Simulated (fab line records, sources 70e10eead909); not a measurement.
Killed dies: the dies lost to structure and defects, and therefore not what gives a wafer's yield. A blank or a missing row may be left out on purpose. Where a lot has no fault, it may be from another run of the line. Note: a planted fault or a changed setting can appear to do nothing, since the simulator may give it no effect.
fab line records	flow nand_harc
[record] lots = 5	wafers = 15	last_day = 33
route steps=1302 shown P_ZERO_WELL@14
lots that met no fault: taken from a fault-free run of the same line
start_h: the number of hours between the record's first day and the start of the first shown wafer of the lot	wait_h: hours elapsed since this lot's preceding step	" unchanged from the row above	L1.1+2: one row covering several wafers at once	- no value, or no start was given	* or withheld: withheld	< > ~ a bound
route shown NAME@n: a module of which the file shows steps, and the number in the route of the first	usual: average and standard deviation across the fault-free wafers	same: alike in all rows	chamber/n: place in a boat	sites: the reading at each site	_std_site: standard deviation of those values	_edge_site: the outer-site mean with the inner-site mean subtracted	radius_mm: for every site, how far away it sits from the centre of the wafer	mask NAME#n: copy n	behind: tool/chamber where the wafer was last shaped	hold: what put the lot on hold/how long, in hours/how the hold closed	device: whichever transistor did not switch (one of n, p or np)	end of line: the tests these same wafers got at the end of their route	where a step has no rows: the recipe by itself	killed: not the wafer's yield, but the dies lost to structure and defects at the first sort	map: a wafer's dies, marking killed ones x, the rest . and places with no die _
set.NAME: the run value of the setting; set.NAME@STEP: its run value at that earlier step	model.NAME: the simulator's own value behind a step, which no gauge read
certain route steps with their lots: each step a table, each wafer a row
services: the hour from which a tool's chamber was out of use, counted from the record's first day as start_h (under 0 if before that day), plus the number of hours and why
[[steps]]
[step NHARC_P_ZERO_WELL_CD_MEAS_11]
[recipe] target_cd_nm = 500	landing_energy_ev = 500
[usual] cd_nm = 501/4.1
lot.wafer	tool	chamber	start_h	wait_h	cd_nm
L739.1	cd_sem-02	0	61.11	-	499
L739.3	"	0	"	"	498
L739.5	"	0	"	"	499
L742.1	cd_sem-02	0	91.11	-	504
L742.2	"	0	"	"	507
L742.3	"	0	"	"	510
L747.2	cd_sem-01	0	141.24	-	495
L747.3	"	0	"	"	495
L747.4	"	0	"	"	493
L757.3	cd_sem-03	0	241.27	-	493
L757.5	"	0	"	"	498
L757.6	"	0	"	"	496
L758.1	cd_sem-01	0	251.18	-	509
L758.2	"	0	"	"	508
L758.3	"	0	"	"	506
[step NHARC_P_ZERO_WELL_HARDBAKE_12]
[recipe] temp_c = 118	time_s = 65
[step NHARC_P_ZERO_WELL_DESCUM_13]
[recipe] time_s = 3	o2_flow_sccm = 200	ar_flow_sccm = 0	bias_power_w = 0	chemistry = O2
[usual] drypump_motor_current_A = 5.80/0.25	oes_product_au = 1.000/0.014	rf_vpp_V = 57.9/0.8	showerhead_plenum_p_Torr = 1.93/0.065	throttle_valve_pct = 11.311/0.0086
lot.wafer	tool	chamber	start_h	wait_h	drypump_motor_current_A	oes_product_au	rf_hours_counter_h	rf_vpp_V	showerhead_plenum_p_Torr	throttle_valve_pct
L739.3	rie_diel-04	1	61.28	-	5.58	1.017	17	57.7	1.99	11.311
L739.1	"	0	"	"	5.92	1.023	16	57.5	1.95	11.309
L739.5	"	1	"	"	5.60	1.003	-	57.6	1.99	11.316
L742.1	rie_diel-04	2	91.27	-	6.25	1.007	24	57.9	2.05	11.310
L742.2	"	0	"	"	5.96	1.008	20	57.1	1.95	11.312
L742.3	"	1	"	"	5.63	0.990	23	59.8	1.99	11.316
L747.4	rie_diel-12	0	141.41	-	5.87	1.007	14	57.5	1.87	11.322
L747.2	"	2	"	"	5.82	0.990	14	58.4	1.94	11.309
L747.3	"	3	"	"	5.58	0.973	14	57.0	1.84	11.307
L757.3	rie_diel-05	1	241.43	-	6.08	1.017	1	58.4	1.81	11.321
L757.5	"	1	"	"	6.07	1.019	-	57.0	1.81	11.315
L757.6	"	2	"	"	6.08	1.000	-	58.3	1.91	11.302
L758.1	rie_diel-12	2	251.33	-	5.80	0.982	58	57.9	1.93	11.313
L758.3	"	3	"	"	5.58	0.958	55	56.1	1.83	11.311
L758.2	"	0	"	"	5.82	1.004	53	57.0	1.86	11.307
[step NHARC_P_ZERO_WELL_ETCH_65]
[recipe] target_depth_a = 800	overetch_a = 240	time_s = 87.88	ion_energy_ev = 200	n2_flow_sccm = 150	h2_flow_sccm = 150	ar_flow_sccm = 0	rf_w = 400	bias_w = 150	chemistry = N2/H2
[usual] drypump_motor_current_A = 5.82/0.26	oes_product_au = 1.000/0.014	rf_vpp_V = 430.9/2.2	showerhead_plenum_p_Torr = 2.06/0.073	throttle_valve_pct = 14.172/0.009
lot.wafer	tool	chamber	start_h	wait_h	drypump_motor_current_A	oes_product_au	rf_hours_counter_h	rf_vpp_V	showerhead_plenum_p_Torr	throttle_valve_pct
L739.3	rie_diel-04	1	61.38	0.1	5.63	1.004	17	433.9	2.13	14.168
L739.1	"	2	"	"	6.21	1.012	17	434.7	2.19	14.174
L739.5	"	0	"	"	5.97	1.033	-	431.3	2.08	14.174
L742.3	rie_diel-04	0	91.35	0.1	5.91	1.014	20	431.5	2.08	14.172
L742.2	"	1	"	"	5.61	0.996	23	433.0	2.12	14.158
L742.1	"	3	"	"	5.54	1.014	21	430.2	2.04	14.175
L747.4	rie_diel-12	1	141.50	0.1	5.83	0.999	14	431.7	2.07	14.177
L747.3	"	2	"	"	5.79	1.002	14	431.2	2.07	14.187
L747.2	"	0	"	"	5.85	1.008	14	428.4	2.00	14.155
L757.3	rie_diel-05	0	241.52	0.1	5.41	0.983	1	429.8	2.01	14.179
L757.6	"	1	"	"	6.06	1.024	-	427.5	1.93	14.168
L757.5	"	2	"	"	6.08	1.001	-	431.2	2.04	14.166
L758.1	rie_diel-12	3	251.44	0.1	5.58	0.972	55	429.1	1.95	14.163
L758.2	"	0	"	"	5.88	0.995	53	429.5	1.98	14.167
L758.3	"	2	"	"	5.80	0.976	58	431.1	2.06	14.178
[step NHARC_P_ZERO_WELL_ETCH_62]
[recipe] target_depth_a = 130	time_s = 6.5	chf3_flow_sccm = 50	ar_flow_sccm = 200	rf_w = 500	bias_w = 200	chemistry = CHF3/Ar
[usual] drypump_motor_current_A = 5.81/0.25	oes_product_au = 0.960/0.022	rf_vpp_V = 371.0/1.7	showerhead_plenum_p_Torr = 2.36/0.075	throttle_valve_pct = 20.218/0.0088
lot.wafer	tool	chamber	start_h	wait_h	drypump_motor_current_A	oes_product_au	rf_hours_counter_h	rf_vpp_V	showerhead_plenum_p_Torr	throttle_valve_pct
L739.3	rie_diel-04	3	-	-	5.54	0.988	15	370.2	2.35	20.227
L739.1	"	1	"	"	5.59	0.966	17	372.0	2.44	20.221
L739.5	"	3	"	"	5.54	0.992	-	371.1	2.35	20.231
L742.2	rie_diel-04	3	-	-	5.52	0.968	21	372.7	2.35	20.217
L742.1	"	0	"	"	5.92	0.984	20	371.9	2.39	20.216
L742.3	"	1	"	"	5.64	0.984	23	373.2	2.44	20.235
L747.3	rie_diel-12	0	-	-	5.84	0.971	14	368.0	2.30	20.227
L747.4	"	1	"	"	5.82	0.964	14	372.6	2.38	20.225
L747.2	"	2	"	"	5.79	0.986	14	369.9	2.38	20.222
L757.3	rie_diel-05	2	-	-	6.08	0.966	1	370.0	2.34	20.215
L757.6	"	1	"	"	6.04	0.988	-	368.2	2.22	20.211
L757.5	"	2	"	"	6.11	0.952	-	371.1	2.34	20.209
L758.3	rie_diel-12	0	-	-	5.86	0.918	53	368.6	2.28	20.216
L758.1	"	2	"	"	5.82	0.908	58	372.1	2.36	20.229
L758.2	"	3	"	"	5.60	0.906	55	369.7	2.24	20.208
[step NHARC_P_ZERO_WELL_ETCH_63]
[recipe] target_depth_a = 1200	time_s = 40.1	hbr_flow_sccm = 150	cl2_flow_sccm = 50	rf_w = 400	icp_w = 400	bias_w = 100	chemistry = HBr/Cl2
[usual] drypump_motor_current_A = 5.5/0.61	he_backside_leak_sccm = 2.62/0.29	oes_product_au = 1.004/0.012	throttle_valve_pct = 26.405/0.0088
lot.wafer	tool	chamber	start_h	wait_h	drypump_motor_current_A	he_backside_leak_sccm	oes_product_au	rf_hours_counter_h	throttle_valve_pct
L739.3	rie_si-06	2	61.58	-	5.6	2.73	1.005	0.7	26.428
L739.1	"	3	"	"	5.1	2.53	1.015	0.7	26.407
L739.5	"	0	"	"	5.3	2.41	1.008	-	26.419
L742.1	rie_si-04	1	91.53	-	4.9	2.50	0.998	0.8	26.403
L742.2	"	3	"	"	4.8	2.62	1.010	0.7	26.408
L742.3	"	0	"	"	6.7	2.52	0.990	0.8	26.410
L747.2	rie_si-04	0	141.67	-	6.7	2.46	0.996	1.1	26.417
L747.3	"	2	"	"	5.2	2.90	1.007	1.0	26.417
L747.4	"	3	"	"	4.8	2.66	1.029	1.0	26.424
L757.3	rie_si-01	0	241.76	-	5.8	2.52	0.999	0.2	26.421
L757.5	"	1	"	"	6.0	2.52	1.013	-	26.393
L757.6	"	3	"	"	4.9	2.84	1.035	-	26.397
L758.2	rie_si-04	0	251.64	-	6.7	2.30	0.987	0.4	26.401
L758.1	"	1	"	"	4.9	2.37	1.007	0.4	26.408
L758.3	"	2	"	"	5.2	2.90	0.987	0.4	26.413
[step NHARC_P_ZERO_WELL_STRIP_15]
[recipe] time_s = 900	temp_c = 130	chemistry = SPM
[step NHARC_P_ZERO_WELL_DEHYDRATE_16]
[recipe] temp_c = 150	time_s = 120
[step NHARC_P_ZERO_WELL_HMDS_17]
[recipe] time_s = 30
[step NHARC_P_ZERO_WELL_COAT_18]
[recipe] spin_rpm = withheld
[step NHARC_P_ZERO_WELL_SOFTBAKE_19]
[recipe] temp_c = 122	time_s = 95
[step NHARC_P_ZERO_WELL_EBR_20]
[step NHARC_P_ZERO_WELL_EXPOSE_21]
[recipe] na = 0.6	target_cd_nm = 720	dose_mj = 22.31	mask_id = P_NWELL
[usual] exposure_dose_mJ_cm2 = 22.313/0.02
lot.wafer	tool	chamber	start_h	wait_h	mask	exposure_dose_mJ_cm2
L739.1	krf_scanner-01	0	62.32	-	P_NWELL#0	22.339
L739.3	"	0	"	"	P_NWELL#0	22.371
L739.5	"	0	"	"	P_NWELL#0	22.302
L742.1	krf_scanner-02	0	92.17	-	P_NWELL#0	22.317
L742.2	"	0	"	"	P_NWELL#0	22.321
L742.3	"	0	"	"	P_NWELL#0	22.293
L747.2	krf_scanner-02	0	142.45	-	P_NWELL_R1#0	22.300
L747.3	"	0	"	"	P_NWELL_R1#0	22.330
L747.4	"	0	"	"	P_NWELL_R1#0	22.294
L757.3	krf_scanner-02	0	242.46	-	P_NWELL#0	22.296
L757.5	"	0	"	"	P_NWELL#0	22.276
L757.6	"	0	"	"	P_NWELL#0	22.320
L758.1	krf_scanner-04	0	252.44	-	P_NWELL#0	22.308
L758.2	"	0	"	"	P_NWELL#0	22.302
L758.3	"	0	"	"	P_NWELL#0	22.266
[step NHARC_P_ZERO_WELL_PEB_22]
[recipe] peb_temp_c = 118	peb_time_s = 85
[step NHARC_P_ZERO_WELL_DEVELOP_23]
[recipe] time_s = 70
[step NHARC_P_ZERO_WELL_CD_MEAS_24]
[recipe] target_cd_nm = 720	landing_energy_ev = 500
[usual] cd_nm = 721.7/2.2
lot.wafer	tool	chamber	start_h	wait_h	cd_nm
L739.1	cd_sem-01	0	62.48	-	720.8
L739.3	"	0	"	"	723.4
L739.5	"	0	"	"	723.4
L742.1	cd_sem-03	0	92.33	-	723.4
L742.2	"	0	"	"	723.8
L742.3	"	0	"	"	723.5
L747.2	cd_sem-03	0	142.60	-	711.2
L747.3	"	0	"	"	711.6
L747.4	"	0	"	"	712.6
L757.3	cd_sem-01	0	242.61	-	718.6
L757.5	"	0	"	"	721.0
L757.6	"	0	"	"	721.3
L758.1	cd_sem-03	0	252.60	-	722.4
L758.2	"	0	"	"	718.0
L758.3	"	0	"	"	720.4
[step NHARC_P_ZERO_WELL_HARDBAKE_25]
[recipe] temp_c = 125	time_s = 80
[step NHARC_P_ZERO_WELL_DESCUM_26]
[recipe] time_s = 3	o2_flow_sccm = 200	ar_flow_sccm = 0	bias_power_w = 0	chemistry = O2
[usual] drypump_motor_current_A = 5.80/0.22	oes_product_au = 0.997/0.014	rf_vpp_V = 57.9/0.9	showerhead_plenum_p_Torr = 1.92/0.06	throttle_valve_pct = 11.310/0.0092
lot.wafer	tool	chamber	start_h	wait_h	drypump_motor_current_A	oes_product_au	rf_hours_counter_h	rf_vpp_V	showerhead_plenum_p_Torr	throttle_valve_pct	model.P_ZERO_WELL.cd_nm
L739.3	rie_diel-05	1	62.64	-	6.08	1.002	0	57.6	1.83	11.316	723.1
L739.1	"	3	"	"	5.78	0.980	0	56.6	1.88	11.317	720.1
L739.5	"	1	"	"	6.08	0.999	-	58.5	1.83	11.322	723.3
L742.2	rie_diel-04	1	92.49	-	5.59	0.991	24	58.2	1.99	11.310	724
L742.1	"	2	"	"	6.23	1.017	24	58.3	2.05	11.310	724.2
L742.3	"	3	"	"	5.51	0.998	22	58.0	1.92	11.299	724.7
L747.3	rie_diel-12	1	142.76	-	5.81	0.996	14	58.0	1.94	11.300	711
L747.4	"	2	"	"	5.78	1.004	14	57.2	1.94	11.308	711.6
L747.2	"	3	"	"	5.58	0.976	14	56.9	1.84	11.300	710.8
L757.3	rie_diel-12	0	242.77	-	5.87	1.002	50	57.6	1.86	11.308	718.9
L757.6	"	0	"	"	5.87	0.992	-	58.3	1.86	11.302	721.6
L757.5	"	1	"	"	5.84	0.994	-	58.2	1.93	11.303	720.2
L758.2	rie_diel-05	0	252.76	-	5.40	0.997	4	56.8	1.88	11.299	717.4
L758.1	"	2	"	"	6.07	1.005	6	58.7	1.91	11.309	722.2
L758.3	"	3	"	"	5.77	0.994	3	59.5	1.86	11.311	721.2
[step NHARC_P_ZERO_WELL_IMPLANT_27]
[recipe] energy_kev = 600	dose_cm2 = 1e+13	tilt_deg = 7
[[services]]
tool	chamber	start_h	hours	kind
rie_diel-12	3	46.61	4.4	repair
krf_scanner-01	-	48.88	0.7	repair
rie_si-04	3	50.85	9.9	repair
rie_diel-05	-	52.62	9.0	pm
rie_si-06	-	72.00	9.0	pm
krf_scanner-04	-	91.74	1.0	repair
rie_diel-12	-	91.75	9.0	pm
krf_scanner-02	-	94.00	4.0	pm
rie_si-04	1	100.70	2.0	repair
rie_diel-04	-	110.16	0.6	repair
rie_si-04	-	117.88	2.0	repair
krf_scanner-01	-	140.00	4.0	pm
rie_si-04	-	165.00	9.0	pm
rie_diel-12	3	169.33	4.7	repair
rie_diel-04	-	177.90	9.0	pm
krf_scanner-04	-	182.35	4.0	pm
rie_si-01	-	193.00	9.0	pm
krf_scanner-01	-	197.12	5.3	repair
rie_si-01	1	203.13	10.8	repair
rie_si-06	3	207.57	2.4	repair
krf_scanner-04	-	208.95	0.2	repair
rie_diel-12	1	219.81	2.7	repair
rie_diel-05	-	229.62	9.0	pm
rie_diel-12	1	247.46	7.9	repair
[[key]]
[first_sign] step = NHARC_P_ZERO_WELL_EXPOSE_21	reading = mask	direction = changed
[effect] step = NHARC_P_ZERO_WELL_CD_MEAS_24	reading = cd_nm	direction = down	sigmas = 4.4	usual = 721.7	struck = 711.8
[model_effect] step = NHARC_P_ZERO_WELL_DESCUM_26	value = P_ZERO_WELL.cd_nm	without = 723.7	struck = 711.1
met_at NHARC_P_ZERO_WELL_EXPOSE_21
struck_wafers L747.2,L747.3,L747.4
tester_left_out L747
onset_between 92.17 142.45
[fault] kind = wrong_mask	tool = any	chamber = -	onset_h = 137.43	steps = NHARC_P_ZERO_WELL_EXPOSE_21	aux_copy = P_NWELL_R1#0	cd_offset_nm = -12.588	scope = struck_lots_only
// tester_left_out: of these lots the tester's yield and bins aren't shown, on N5 and GAA mostly nor the transistor test; their killed dies are dies lost to structure and defects alone, not to doping, threshold or leakage, so they don't give the yield
